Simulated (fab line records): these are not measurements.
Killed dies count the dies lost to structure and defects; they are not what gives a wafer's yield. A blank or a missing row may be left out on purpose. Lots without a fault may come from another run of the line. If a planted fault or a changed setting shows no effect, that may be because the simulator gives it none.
Comparing a struck lot with a sound one | flow nand harc | 14 steps out of a route of 1302
Sound: these wafers, L187.3, L187.5, L187.6. Struck: wafers L179.4, L179.5 (left out: L179.1, a lot-mate that was not struck); the cause follows at the end.
Per side, at each step with rows, come the tool, then ch with its chambers, and then its first start. Under that, the readings that differ: sound wafers | struck wafers | difference of the means | sigmas: that difference in standard deviations of wafers without a fault.
alike: readings whose means differ by less than 2 such deviations, and words and numbers that are the same on both sides. not compared: withheld readings, readings that some wafer has no value for, bounds like >300 that may hide the same value, and numbers for which the record gives no deviation and whose values overlap.
Wherever a step has rows on one side only, a row that says differs or no value, or a row with sigmas, the two part there. Numbers that don't overlap but have no deviation are shown without sigmas and don't part them. A reading missing from all wafers of one side parts the sides only when that side holds two or more wafers.

first, 1 step without rows for these wafers: NHARC_A_ONON_D1_DEP_09 (target thk 1000 nm).
NHARC_A_ONON_D1_THK_MEAS_11: measures by ellipsometry.
  sound: film metro-02 at day 13 23:29; struck: film metro-01 at day 10 15:19
  reading     | sound       | struck    | difference | sigmas
  thk nm (nm) | 993 993 991 | 1014 1012 | +21        | +2
next comes 1 step that has no rows for these wafers: NHARC_A_ONON_D1_DEP_12 (target thickness 1000 nm).
NHARC_A_ONON_D1_THK_MEAS_14: measures by ellipsometry.
  sound: film metro-02 at day 14 00:04; struck: film metro-01 at day 10 15:53
  alike: thk nm
then, 2 steps without rows for these wafers: NHARC_A_ONON_D1_ANNEAL_15 (time 3600 s); NHARC_A_ONON_D1_DEP_16 (target thk 1000 nm).
NHARC_A_ONON_D1_THK_MEAS_18: measures by ellipsometry.
  sound: film metro-02 at day 14 07:52; struck: film metro-01 at day 10 23:50
  reading     | sound          | struck  | difference | sigmas
  thk nm (nm) | 1010 1011 1010 | 991 992 | -19        | -2
next comes 1 step that has no rows for these wafers: NHARC_A_ONON_D1_DEP_19 (target thickness 1000 nm).
NHARC_A_ONON_D1_THK_MEAS_21: measures by ellipsometry.
  sound: film metro-01 at day 14 08:26; struck: film metro-02 at day 11 00:52
  alike: thk nm
next comes 1 step that has no rows for these wafers: NHARC_A_ONON_D1_DEP_22 (target thickness 1000 nm).
NHARC_A_ONON_D1_THK_MEAS_24: measures by ellipsometry.
  sound: film metro-01 at day 14 09:01; struck: film metro-02 at day 11 01:32
  alike: thk nm
NHARC_A_ONON_D1_DEP_25: target thk 1000 nm.
  sound on pecvd onon-01 ch 0, day 14 09:11; struck on pecvd onon-01 ch 0, day 11 01:35
  alike: n2o flow sccm
NHARC_A_ONON_D1_THK_MEAS_27: measures by ellipsometry.
  sound: film metro-02 at day 14 09:34; struck: film metro-02 at day 11 02:16
  reading     | sound       | struck    | difference | sigmas
  thk nm (nm) | 995 994 994 | 1311 1310 | +316       | +36
  not compared: hold
-- jump in the record: it breaks off in module A_ONON_D1 and resumes in module END (first step shown: number 1302 of the route), and 17 days separate the struck wafers' starts before and after --
NHARC_END_SORT_01:
  sound on prober-02 ch 0, day 31 10:50; struck on prober-02 ch 0, day 27 21:54
  reading         | sound    | struck                                            | difference                   | sigmas
  hold            | - - -    | await dispo/2.4h/release await dispo/2.4h/release | no value on the sound wafers |
  killed at array | 38 43 39 | 673 669                                           | +631                         | +35
  killed dies     | 40 45 47 | 677 677                                           | +633                         | +33
  alike: killed at other, killed at periphery, killed open, killed short

## WHERE THEY PART
First at NHARC_A_ONON_D1_THK_MEAS_11; last, within this record, at NHARC_END_SORT_01.

WHY: what the simulator had put in
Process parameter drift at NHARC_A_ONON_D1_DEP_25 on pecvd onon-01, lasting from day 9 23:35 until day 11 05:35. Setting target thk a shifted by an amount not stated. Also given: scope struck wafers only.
